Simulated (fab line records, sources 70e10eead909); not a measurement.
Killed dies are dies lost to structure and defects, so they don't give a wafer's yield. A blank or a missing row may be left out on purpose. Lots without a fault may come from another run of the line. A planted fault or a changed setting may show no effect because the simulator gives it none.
Tool commonality check | flow nand_harc | 13 lots, 38 wafers sampled

WHY IT WAS OPENED
At NHARC_A_ONON_D1_THK_MEAS_21 the reading thk_nm is flagged on 1 of 13 lots. Wafers without a fault read 1002 nm, standard deviation 7.2.
Rule: a lot is flagged when every wafer of it that has a number lies more than 4 standard deviations from that mean, or none has a number. The other lots count as sound.

lot  | measured     | on            | thk_nm (nm), wafer by wafer | flag
L344 | day 8 08:59  | film_metro-01 | 1004 1006 1004              |
L345 | day 8 09:00  | film_metro-02 | 998 997 997                 |
L346 | day 9 03:56  | film_metro-01 | 996 997 996                 |
L347 | day 9 03:57  | film_metro-02 | 1006 1008 1004              |
L348 | day 9 23:02  | film_metro-02 | 1007 1006 1007              |
L349 | day 10 07:16 | film_metro-02 | 1003 1003 1003              |
L351 | day 11 00:25 | film_metro-02 | 994 995 993                 |
L353 | day 12 03:59 | film_metro-02 | 988 988 988                 |
L358 | day 14 05:33 | film_metro-02 | 1013 1012 1011              |
L361 | day 15 14:52 | film_metro-02 | 1583 1583                   | FLAGGED
L363 | day 16 02:22 | film_metro-01 | 1002 1000 1000              |
L365 | day 16 20:37 | film_metro-01 | 1005 1004 1004              |
L367 | day 18 04:25 | film_metro-01 | 1013 1014 1010              |
The numbers of the flagged lots are 1583 nm on average: +581 nm against the usual, or +81 standard deviations.

WHICH TOOL RAN EACH LOT
The record holds 3 process steps before the reading, out of a route of 1302 steps. In each cell: the tool, then ch and the chambers that the sampled wafers went through, then the start.
lot  | flag    | NHARC_P_BONDPAD_ETCH_12                       | NHARC_P_BONDPAD_ANNEAL_28        | NHARC_A_ONON_D1_DEP_19
L344 |         | rie_diel-05 ch 0,2,3, day 6 17:11 or earlier  | rtp_anneal-01 ch 0, day 6 17:11  | pecvd_onon-03 ch 0, day 8 08:29
L345 |         | rie_diel-06 ch 2,3, day 7 00:49 or earlier    | rtp_anneal-01 ch 0, day 7 00:49  | pecvd_onon-01 ch 0, day 8 08:33
L346 |         | rie_diel-04 ch 0,1, day 7 15:59 or earlier    | rtp_anneal-02 ch 0, day 7 15:59  | pecvd_onon-01 ch 0, day 9 03:29
L347 |         | rie_diel-05 ch 0,1,3, day 7 17:59 or earlier  | rtp_anneal-02 ch 0, day 7 17:59  | pecvd_onon-03 ch 0, day 9 03:26
L348 |         | rie_diel-05 ch 0,3, day 8 12:02 or earlier    | rtp_anneal-02 ch 0, day 8 12:02  | pecvd_onon-01 ch 0, day 9 22:31
L349 |         | rie_diel-05 ch 1,2,3, day 8 20:04 or earlier  | rtp_anneal-01 ch 0, day 8 20:04  | pecvd_onon-03 ch 0, day 10 06:46
L351 |         | rie_diel-04 ch 0,1, day 9 12:20 or earlier    | rtp_anneal-02 ch 0, day 9 12:20  | pecvd_onon-01 ch 0, day 10 23:58
L353 |         | rie_diel-06 ch 0,2, day 10 12:37 or earlier   | rtp_anneal-02 ch 0, day 10 12:37 | pecvd_onon-03 ch 0, day 12 03:31
L358 |         | rie_diel-06 ch 0,1, day 12 16:13 or earlier   | rtp_anneal-01 ch 0, day 12 16:13 | pecvd_onon-01 ch 0, day 14 05:02
L361 | FLAGGED | rie_diel-04 ch 0, day 14 02:14 or earlier     | rtp_anneal-01 ch 0, day 14 02:14 | pecvd_onon-03 ch 0, day 15 14:38
L363 |         | rie_diel-04 ch 1,2,3, day 14 14:07 or earlier | rtp_anneal-01 ch 0, day 14 14:07 | pecvd_onon-04 ch 0, day 16 01:52
L365 |         | rie_diel-05 ch 0,2,3, day 15 07:34 or earlier | rtp_anneal-02 ch 0, day 15 07:34 | pecvd_onon-04 ch 0, day 16 20:14
L367 |         | rie_diel-04 ch 0,1,3, day 16 09:15 or earlier | rtp_anneal-02 ch 0, day 16 09:15 | pecvd_onon-04 ch 0, day 18 04:01
What these steps do:
- NHARC_P_BONDPAD_ETCH_12: etches the open film in CHF3/O2, target depth 200 nm, time 100 s.
- NHARC_P_BONDPAD_ANNEAL_28: time 90 s.
- NHARC_A_ONON_D1_DEP_19: target thk 1000 nm.
- NHARC_A_ONON_D1_THK_MEAS_21: measures by ellipsometry.

FLAGGED OVER TOTAL, TOOL BY TOOL (the gauges that took the reading come last)
step                        | tool          | lots run | flagged | share of the flagged lots | sound lots run after its first flagged lot
NHARC_P_BONDPAD_ETCH_12     | rie_diel-04   | 5        | 1       | all                       | 2 (L363,L367)
NHARC_P_BONDPAD_ETCH_12     | rie_diel-05   | 5        | 0       | none                      | -
NHARC_P_BONDPAD_ETCH_12     | rie_diel-06   | 3        | 0       | none                      | -
NHARC_P_BONDPAD_ANNEAL_28   | rtp_anneal-01 | 6        | 1       | all                       | 1 (L363)
NHARC_P_BONDPAD_ANNEAL_28   | rtp_anneal-02 | 7        | 0       | none                      | -
NHARC_A_ONON_D1_DEP_19      | pecvd_onon-01 | 5        | 0       | none                      | -
NHARC_A_ONON_D1_DEP_19      | pecvd_onon-03 | 5        | 1       | all                       | 0
NHARC_A_ONON_D1_DEP_19      | pecvd_onon-04 | 3        | 0       | none                      | -
NHARC_A_ONON_D1_THK_MEAS_21 | film_metro-01 | 5        | 0       | none                      | -
NHARC_A_ONON_D1_THK_MEAS_21 | film_metro-02 | 8        | 1       | all                       | 0
NHARC_P_BONDPAD_ETCH_12 gives no start for some lots, so the hours and the order of its lots are those of NHARC_P_BONDPAD_ANNEAL_28.

WHAT THE TABLE ALLOWS
4 rows of the table ran every flagged lot: rie_diel-04 at NHARC_P_BONDPAD_ETCH_12, rtp_anneal-01 at NHARC_P_BONDPAD_ANNEAL_28, pecvd_onon-03 at NHARC_A_ONON_D1_DEP_19, film_metro-02 at NHARC_A_ONON_D1_THK_MEAS_21.
- rie_diel-04 at NHARC_P_BONDPAD_ETCH_12: 1 of its 5 lots flagged. Sound lots ran on it after the first flagged one (L363, L367), which a lasting fault on the whole tool wouldn't allow.
- rtp_anneal-01 at NHARC_P_BONDPAD_ANNEAL_28: 1 of its 6 lots flagged. Sound lots ran on it after the first flagged one (L363), which a lasting fault on the whole tool wouldn't allow.
- pecvd_onon-03 at NHARC_A_ONON_D1_DEP_19: 1 of its 5 lots flagged. Its last sound lot is L353 (day 12 03:31), its first flagged lot L361 (day 15 14:38): a fault that began between those two fits.
- film_metro-02 at NHARC_A_ONON_D1_THK_MEAS_21: 1 of its 8 lots flagged. Its last sound lot is L358 (day 14 05:33), its first flagged lot L361 (day 15 14:52): a fault that began between those two fits.
Counting lots can't tell these 2 tools apart, because each fits a fault that began at some hour. More lots, or a look at what each step does to the wafer, might.

WHAT THE SIMULATOR HAD PUT IN
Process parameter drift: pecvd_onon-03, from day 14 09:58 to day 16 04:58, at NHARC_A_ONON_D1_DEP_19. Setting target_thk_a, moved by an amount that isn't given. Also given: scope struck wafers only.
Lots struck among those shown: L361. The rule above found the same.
